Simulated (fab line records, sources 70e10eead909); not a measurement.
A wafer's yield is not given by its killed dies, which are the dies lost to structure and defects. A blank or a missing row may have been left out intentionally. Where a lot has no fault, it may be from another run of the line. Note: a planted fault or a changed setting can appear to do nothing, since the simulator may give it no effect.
Matching of chambers ; flow nand-harc ; NHARC_A_CONTACT_DEP_24 on pecvd-03 has 3 sister chambers
The step deposits SiO2, target thk 500 nm. 3 wafers are shown with their chamber, then 8 later ones without.

## WAFERS WITH THEIR CHAMBER
wafer;chamber;throttle-valve-pct (%)
L086.2;2;15.90
L086.5;1;16.06
L089.1;0;15.99

## WAFERS MISSING THEIR CHAMBER
wafer;throttle-valve-pct (%)
L089.4;16.00
L089.6;16.03
L088.2;16.29
L088.3;15.73
L088.6;15.98
L093.2;15.92
L093.3;15.84
L093.4;15.73

## THE CHAMBER EACH PASSED THROUGH
wafer;from the rows above;in truth
L089.4;can't be placed: 0 or 1 or 2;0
L089.6;can't be placed: 1 or 0 or 2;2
L088.2;can't be placed: 1 or 0 or 2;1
L088.3;can't be placed: 2 or 0 or 1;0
L088.6;can't be placed: 0 or 1 or 2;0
L093.2;can't be placed: 2 or 0 or 1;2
L093.3;can't be placed: 2 or 0 or 1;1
L093.4;can't be placed: 2 or 0 or 1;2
0 of 8 placed correctly. Unplaceable from these rows: 8, with the true chamber sitting among the candidates in 8. Number placed wrongly: 0.
How it was worked out, from the rows above alone: a wafer's distance from a chamber is the root of the sum, over the readings, of the square of ((its reading less the chamber's mean) divided by the reading's scatter). If the next closest chamber is less than 2 further off than the closest, the wafer can't be placed; otherwise it belongs to the closest. A chamber's mean is the mean of its shown wafers. The scatter: root of mean squared gap, hidden wafer to nearest shown wafer, with one shown wafer a chamber.
